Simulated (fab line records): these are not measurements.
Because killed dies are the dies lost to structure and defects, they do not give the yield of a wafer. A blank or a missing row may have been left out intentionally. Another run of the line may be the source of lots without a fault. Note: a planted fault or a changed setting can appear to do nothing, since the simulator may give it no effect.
fab line records + flow n5_finfet
record
- lots=4
- wafers=10
- last_day=17
route steps=1938 shown BEOL_M8@1377 BEOL_M9@1401 BEOL_M15@1830
lots untouched by any fault: they come from a run of this same line in which no faults occurred
start_h: start of the lot's first displayed wafer, in hours after the record's first day + wait_h: hours from the lot's prior step to this one + " as in the row above + L1.1+2: a row that stands for several wafers + - no value, or no start given + * or withheld: withheld + < > ~ a bound
route shown NAME@n: a module of which the file shows steps, and the number in the route of the first + usual: the fault-free wafers' mean and standard deviation + same: alike in all rows + chamber/n: place in a boat + sites: readings site by site + _std_site: standard deviation across them + _edge_site: inner sites' mean taken away from outer sites' mean + radius_mm: for every site, how far away it sits from the centre of the wafer + mask NAME#n: copy n + behind: the tool/chamber that last shaped the wafer + hold: cause of the lot's hold/its duration in hours/its outcome + device: whichever transistor did not switch (one of n, p or np) + end of line: the route-end tests of the same wafers + a step with no rows: only its recipe + killed: dies that structure and defects cost at the first sort, which is not the same as the wafer's yield + map: the dies of a wafer, with x for killed, . for not killed, _ for no die there
set.NAME: the setting the step ran with; set.NAME@STEP: the setting that earlier step ran with + model.NAME: the simulator's own value behind a step, which no gauge read
lots at some steps of the route; a table a step, a row a wafer
services: the hour from which a tool's chamber was out of use, counted from the record's first day as start_h (under 0 if before that day), plus the number of hours and why
## steps
# step N5_BEOL_M8_TRENCH_ETCH_37
# recipe
- chemistry=C4F6/O2
- target_depth_a=934.78
- target=SiCOH_lowk
- time_s=31.2
- ion_energy_ev=250
- pressure_mtorr=30
- source_w=345
- bias_w=185
- Ar_flow_sccm=300
- C4F6_flow_sccm=10
- O2_flow_sccm=10
# step N5_BEOL_M8_ETCH_41
# recipe
- chemistry=CH3F/O2
- target=SiCN
- target_depth_a=319
- taper_deg=2
- time_s=57.8
- ion_energy_ev=120
- mask_material=TiN
- pressure_mtorr=30
- source_w=395
- bias_w=75
- Ar_flow_sccm=150
- CH3F_flow_sccm=30
- O2_flow_sccm=20
# step N5_BEOL_M8_STRIP_80
# recipe
- chemistry=N2/H2
- time_s=10
- power_w=450
- temp_c=40
- pressure_mtorr=20
- rf_frequency_hz=6e+07
- bias_power_w=7
- n2_flow_sccm=200
- h2_flow_sccm=200
# step N5_BEOL_M8_HM_STRIP_39
# recipe
- chemistry=peroxide_tin_strip
- material=TiN
- target_depth_a=250
- temp_c=50
- time_s=158
# step N5_BEOL_M8_SRD_40
# recipe
- time_s=30
- temp_c=23
- rinse_liquid=diw
- dry=ipa_marangoni
# step N5_BEOL_M8_PRECLEAN_42
# recipe
- chemistry=residue_remover
- time_s=60
- temp_c=40
# step N5_BEOL_M8_SRD_43
# recipe
- time_s=30
- temp_c=23
- rinse_liquid=diw
- dry=ipa_marangoni
# step N5_BEOL_M8_CURE_75
# recipe
- temp_c=370
- time_s=120
- ambient=DMADMS/He
- material=SiCOH_lowk
# step N5_BEOL_M8_DEGAS_44
# recipe
- ambient=vacuum
- temp_c=250
- time_s=60
# step N5_BEOL_M8_PRE_CLEAN_45
# recipe
- gas=H2/He
- time_s=30
- temp_c=250
# step N5_BEOL_M8_ALD_77
# recipe
- material=TaN
- target_thk_a=20
- temp_c=275
- ald_precursor_family=PDMAT
- ald_co_reactant=NH3
- pressure_torr=3
- carrier_flow_sccm=1500
- pulse_time_s=2
- purge_time_s=3
- co_reactant_purge_time_s=2
- co_reactant_pulse_time_s=3
- ald_cycles=40
- precursor_vessel_temp_c=75
- precursor_vessel_pressure_torr=26.25
- precursor_vessel_carrier_sccm=1000
# usual
- ald_cycles=40/0
- heater_power_w=437/42
| lot.wafer | tool         | chamber | start_h | wait_h | ald_cycles | heater_power_w | model.TaN_of_BEOL_M8_ALD_77.thk_nm |
|-----------|--------------|---------|---------|--------|------------|----------------|------------------------------------|
| L142.2    | ald_metal-04 | 1       | 276.61  | 0.1    | 40         | 497            | 2                                  |
| L142.5    | "            | 0       | "       | "      | 40         | 413            | 2                                  |
| L142.6    | "            | 1       | "       | "      | 40         | 490            | 2                                  |
| L148.1    | ald_metal-04 | 3       | 322.35  | 0.0    | 74         | 437            | 3.6                                |
| L148.3    | "            | 1       | "       | "      | 40         | 514            | 2                                  |
| L149.4    | ald_metal-04 | 3       | 332.82  | 0.1    | 74         | 442            | 3.8                                |
| L149.6    | "            | 3       | "       | "      | 40         | 449            | 2                                  |
| L153.1    | ald_metal-02 | 0       | 338.55  | 0.1    | 40         | 462            | 2                                  |
| L153.4    | "            | 1       | "       | "      | 40         | 380            | 2                                  |
| L153.5    | "            | 1       | "       | "      | 40         | 380            | 2                                  |
# step N5_BEOL_M8_SURFACE_TREAT_79
# recipe
- gas=Ar
- time_s=*
- ion_energy_ev=*
- ion_current_ma_cm2=0.5
- pressure_mtorr=*
- ar_flow_sccm=30
# step N5_BEOL_M8_CVD_78
# recipe
- material=Co
- target_thk_a=20
- temp_c=withheld
- precursor=CCTBA/H2
- pressure_torr=30
- time_s=142.3
# step N5_BEOL_M8_SPUTTER_48
# recipe
- material=Cu
- target_thk_a=100
- temp_c=-20
- bias_v=60
- power_w=26000
- chamber_pressure_pa=0.13
- time_s=1.667
# step N5_BEOL_M8_ECD_50
# recipe
- material=Cu
- target_thk_a=3000
# step N5_BEOL_M8_ANNEAL_51
# recipe
- temp_c=225
- time_s=90
- ambient=N2
# step N5_BEOL_M8_CMP_52
# recipe
- stop_on=SiCOH_lowk
- t_overpolish_s=6.9
- down_force_psi=1
- platen_rpm=50
- clearing_platen_down_force_psi=1.5
- clearing_platen_rpm=50
- post_cmp_clean=cu_alkaline
- target_thk_nm=80
- clearing_platen_pad_velocity_m_s=0.99484
- pad_velocity_m_s=0.99484
# step N5_BEOL_M8_PRE_CLEAN_55
# recipe
- gas=NH3
- time_s=15
- temp_c=withheld
- rf_power_w=300
# step N5_BEOL_M8_DEP_56
# recipe
- material=SiCN
- target_thk_a=100
- temp_c=withheld
- precursor=3MS/NH3
- pressure_torr=3
- rf_w=202
- time_s=17.5
# step N5_BEOL_M9_ILD_DEP_00
# recipe
- material=SiCOH_lowk
- target_thk_a=3085.1
- temp_c=300
- precursor=DEMS/porogen
- pressure_torr=5
- rf_w=500
- time_s=58
# step N5_BEOL_M9_CURE_71
# recipe
- temp_c=385
- time_s=240
- ambient=He/Ar
- material=SiCOH_lowk
# step N5_BEOL_M9_PECVD_70
# recipe
- material=SiO2
- target_thk_a=200
- temp_c=400
- precursor=TEOS/O2
- pressure_torr=5.5
- rf_w=450
- teos_flow_sccm=53.8
- gas=O2
- flow_sccm=3000
- time_s=22.7
# step N5_BEOL_M9_HM_DEP_02
# recipe
- material=TiN
- target_thk_a=200
- temp_c=25
- chamber_pressure_pa=0.49996
# step N5_BEOL_M9_COAT_59
# recipe
- resist=SOC
- temp_c=250
- time_s=60
- spin_rpm=1500
- resist_thk_nm=100
# step N5_BEOL_M9_COAT_60
# recipe
- resist=SiARC
- temp_c=220
- time_s=60
- spin_rpm=1500
- resist_thk_nm=30
# step N5_BEOL_M9_COAT_05
# recipe
- resist=CAR-ArF
- spin_rpm=1500
- resist_thk_nm=90
# step N5_BEOL_M9_EBR_07
# recipe
- solvent=PGMEA
- ebr_width_mm=1.5
# step N5_BEOL_M9_SOFTBAKE_06
# recipe
- temp_c=110
- time_s=60
- resist=CAR-ArF
# step N5_BEOL_M9_EXPOSE_08
# recipe
- mask_id=M9
- na=1.35
- source_shape=dipole
- sigma_inner=0.411
- sigma_outer=0.611
- polarization=te
- dose_mj=53.75
# step N5_BEOL_M9_PEB_09
# recipe
- peb_temp_c=withheld
- peb_time_s=60
- resist=CAR-ArF
# step N5_BEOL_M9_DEVELOP_10
# recipe
- develop_time_s=30
- developer=TMAH
- resist=CAR-ArF
- rinse_liquid=diw
- dry=air_spin
- dev_temp_c=23
# step N5_BEOL_M9_DESCUM_16
# recipe
- chemistry=O2
- time_s=7.9
- source_power_w=50
- bias_power_w=20
- pressure_mtorr=20
- rf_frequency_hz=2.712e+07
- temp_c=40
- resist=CAR-ArF
- o2_flow_sccm=225
# step N5_BEOL_M9_ETCH_61
# recipe
- chemistry=CF4
- target=SiARC
- target_depth_a=390
- mask_material=CAR-ArF
- time_s=65
- ion_energy_ev=80
- pressure_mtorr=40
- source_w=545
- bias_w=36
- Ar_flow_sccm=100
- cf4_flow_sccm=100
- ends=cleared
# step N5_BEOL_M15_RC_MEAS_101
# usual
- etest_temp_c=24.98/0.12
- COMB_M10=1.5e-11/3.2e-12
- COMB_M11=1.5e-11/3.4e-12
- COMB_M12=6.7e-12/1.7e-12
- COMB_M13=5e-12/1.7e-12
- COMB_M14=3.6e-12/1.5e-12
- COMB_M15=2.7e-12/1.2e-12
- COMB_M5=3.6e-11/7.4e-12
- COMB_M6=2.6e-11/5.6e-12
- COMB_M7=2.6e-11/5.3e-12
- COMB_M8=2.7e-11/4.8e-12
- COMB_M9=1.5e-11/3.3e-12
- SERP_M10=3.07/0.086
- SERP_M11=3.12/0.089
- SERP_M12=0.639/0.018
- SERP_M13=0.311/0.0074
- SERP_M14=0.161/0.0042
- SERP_M14_max_site=0.162/0.0043
- SERP_M5=39.3/1.6
- SERP_M5_max_site=40.9/1.8
- SERP_M6=13.8/0.53
- SERP_M6_max_site=14.3/0.62
- SERP_M7=14.0/0.6
- SERP_M8=13.8/0.55
- SERP_M8_max_site=14.4/0.59
- SERP_M9=3.11/0.072
| lot.wafer | tool      | chamber | start_h | wait_h | etest_temp_c | COMB_M10[S/m] | COMB_M11[S/m] | COMB_M12[S/m] | COMB_M13[S/m] | COMB_M14[S/m] | COMB_M15[S/m] | COMB_M5[S/m] | COMB_M6[S/m] | COMB_M7[S/m] | COMB_M8[S/m] | COMB_M9[S/m] | SERP_M10[ohm/um] | SERP_M11[ohm/um] | SERP_M12[ohm/um] | SERP_M13[ohm/um] | SERP_M14[ohm/um] | SERP_M14_max_site[ohm/um] | SERP_M5[ohm/um] | SERP_M5_max_site[ohm/um] | SERP_M6[ohm/um] | SERP_M6_max_site[ohm/um] | SERP_M7[ohm/um] | SERP_M8[ohm/um] | SERP_M8_max_site[ohm/um] | SERP_M9[ohm/um] |
|-----------|-----------|---------|---------|--------|--------------|---------------|---------------|---------------|---------------|---------------|---------------|--------------|--------------|--------------|--------------|--------------|------------------|------------------|------------------|------------------|------------------|---------------------------|-----------------|--------------------------|-----------------|--------------------------|-----------------|-----------------|--------------------------|-----------------|
| L142.2    | prober-01 | 0       | 332.57  | 0.2    | 24.84        | 1.5e-11       | 1.3e-11       | 7.8e-12       | 5.9e-12       | 3.6e-12       | 4.1e-12       | 4.4e-11      | 2.3e-11      | 2.3e-11      | 3.1e-11      | 1.3e-11      | 3.16             | 3.06             | 0.641            | 0.321            | 0.151            | 0.155                     | 37.1            | 38.0                     | 13.6            | 14.6                     | 13.3            | 13.8            | 14.4                     | 3.05            |
| L142.5    | "         | 0       | "       | "      | 24.87        | 1.2e-11       | 1.9e-11       | 6.5e-12       | 6e-12         | 3.8e-12       | 3.3e-12       | 4.6e-11      | 1.9e-11      | 2.8e-11      | 3.9e-11      | 1.3e-11      | 3.05             | 2.99             | 0.640            | 0.331            | 0.153            | 0.154                     | 37.5            | 38.6                     | 13.2            | 13.4                     | 14.3            | 14.0            | 14.4                     | 3.13            |
| L142.6    | "         | 0       | "       | "      | 24.87        | 1.6e-11       | 1.7e-11       | 6.7e-12       | 7.4e-12       | 4.3e-12       | 3.5e-12       | 4.4e-11      | 1.7e-11      | 2.3e-11      | 2.6e-11      | 1.5e-11      | 2.96             | 3.06             | 0.622            | 0.308            | 0.162            | 0.164                     | 39.5            | 40.1                     | 13.3            | 13.8                     | 13.4            | 13.4            | 13.7                     | 2.95            |
| L148.1    | prober-01 | 0       | 378.01  | 0.0    | 25.11        | 1.2e-11       | 2.4e-11       | 7e-12         | 5.4e-12       | 5.5e-12       | 4.1e-12       | 4.9e-11      | 2.5e-11      | 2.6e-11      | 2.4e-11      | 1.3e-11      | 2.98             | 2.99             | 0.640            | 0.315            | 0.164            | 0.167                     | 38.7            | 39.3                     | 14.2            | 14.5                     | 13.8            | 17.3            | 17.8                     | 3.01            |
| L148.3    | "         | 0       | "       | "      | 24.89        | 1.5e-11       | 2.2e-11       | 7.6e-12       | 6.9e-12       | 5.1e-12       | 3.5e-12       | 4.9e-11      | 3.9e-11      | 2.2e-11      | 3.2e-11      | 2e-11        | 3.10             | 3.08             | 0.652            | 0.305            | 0.162            | 0.163                     | 40.4            | 41.8                     | 14.1            | 14.4                     | 13.5            | 14.5            | 15.0                     | 3.10            |
| L149.4    | prober-01 | 0       | 388.73  | 0.5    | 25.01        | 1.1e-11       | 1.6e-11       | 9.4e-12       | 9.2e-12       | 4.3e-12       | 4.4e-12       | 4.1e-11      | 2.6e-11      | 3.3e-11      | 3.2e-11      | 2.1e-11      | 3.08             | 3.14             | 0.623            | 0.313            | 0.162            | 0.164                     | 37.1            | 39.1                     | 14.3            | 14.7                     | 14.1            | 16.3            | 17.2                     | 3.15            |
| L149.6    | "         | 0       | "       | "      | 24.89        | 1.7e-11       | 1.4e-11       | 6.5e-12       | 6.1e-12       | 4.8e-12       | 3.6e-12       | 3.2e-11      | 2.4e-11      | 2.9e-11      | 2.3e-11      | 1.6e-11      | 3.12             | 3.11             | 0.642            | 0.307            | 0.152            | 0.154                     | 39.5            | 41.7                     | 14.2            | 15.0                     | 14.2            | 14.1            | 14.4                     | 3.20            |
| L153.1    | prober-02 | 0       | 395.32  | 0.0    | 25.03        | 1.1e-11       | 1.2e-11       | 4.5e-12       | 4e-12         | 2.7e-12       | 8e-13         | 3.8e-11      | 3.9e-11      | 2.2e-11      | 1.8e-11      | 1.3e-11      | 3.15             | 2.96             | 0.627            | 0.300            | 0.161            | 0.161                     | 39.8            | 40.6                     | 13.2            | 14.1                     | 13.5            | 14.9            | 15.3                     | 3.09            |
| L153.4    | "         | 0       | "       | "      | 25.00        | 1.2e-11       | 1.6e-11       | 4.8e-12       | 3.1e-12       | 1.6e-12       | 2.2e-12       | 2.8e-11      | 2.1e-11      | 1.9e-11      | 2.5e-11      | 1.4e-11      | 3.09             | 3.02             | 0.630            | 0.304            | 0.165            | 0.167                     | 41.1            | 42.7                     | 14.1            | 14.8                     | 14.3            | 13.8            | 14.7                     | 3.06            |
| L153.5    | "         | 0       | "       | "      | 24.98        | 9e-12         | 8e-12         | 4.6e-12       | 3.8e-12       | 2.4e-12       | 1.9e-12       | 4.4e-11      | 3e-11        | 2.8e-11      | 2.4e-11      | 1.6e-11      | 3.08             | 3.04             | 0.633            | 0.320            | 0.164            | 0.166                     | 37.1            | 39.1                     | 13.7            | 14.2                     | 14.3            | 15.2            | 15.6                     | 3.00            |
# sites SERP_M8 radius_mm=0,75,75,75,75,140,140,140,140
L142.2 13.3 14.4 13.8 13.9 13.6 14.2 13.7 14.1 13.8
L148.1 16.1 16.7 17.4 17.0 17.0 17.4 17.8 17.3 17.6
L149.4 15.9 15.7 16.1 16.3 16.5 17.2 16.3 16.7 16.6
L153.1 14.1 14.9 15.2 14.3 15.3 14.8 15.0 14.9 14.8
## services
| tool         | chamber | start_h | hours | kind       |
|--------------|---------|---------|-------|------------|
| ald_metal-02 | 3       | 253.00  | 4.2   | repair     |
| ald_metal-02 | -       | 262.73  | 0.6   | repair     |
| ald_metal-02 | -       | 283.56  | 8.7   | pm         |
| ald_metal-04 | -       | 337.25  | 14.0  | pm         |
| ald_metal-04 | 0       | 337.25  | 14.0  | vent_cycle |
| ald_metal-04 | 1       | 337.25  | 14.0  | vent_cycle |
| ald_metal-04 | 2       | 337.25  | 14.0  | vent_cycle |
| ald_metal-04 | 3       | 337.25  | 14.0  | vent_cycle |
## key
first_sign
- step=N5_BEOL_M8_ALD_77
- reading=ald_cycles
- direction=up
- sigmas=99+
- usual=*
- struck=*
effect
- step=N5_BEOL_M15_RC_MEAS_101
- reading=SERP_M8
- direction=up
- sigmas=5.5
- usual=13.8
- struck=16.8
model_effect
- step=N5_BEOL_M8_ALD_77
- value=TaN_of_BEOL_M8_ALD_77.thk_nm
- without=2
- struck=3.7
met_at N5_BEOL_M8_ALD_77
struck_wafers L148.1,L149.4
onset_between 276.61 322.35
fault
- kind=process_parameter_drift
- tool=ald_metal-04
- chamber=-
- onset_h=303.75
- steps=N5_BEOL_M8_ALD_77
- channel=ald_cycles
- offset=*
- shape=step
- end_h=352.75
- scope=struck_wafers_only
- acts_in=*
- stated=*
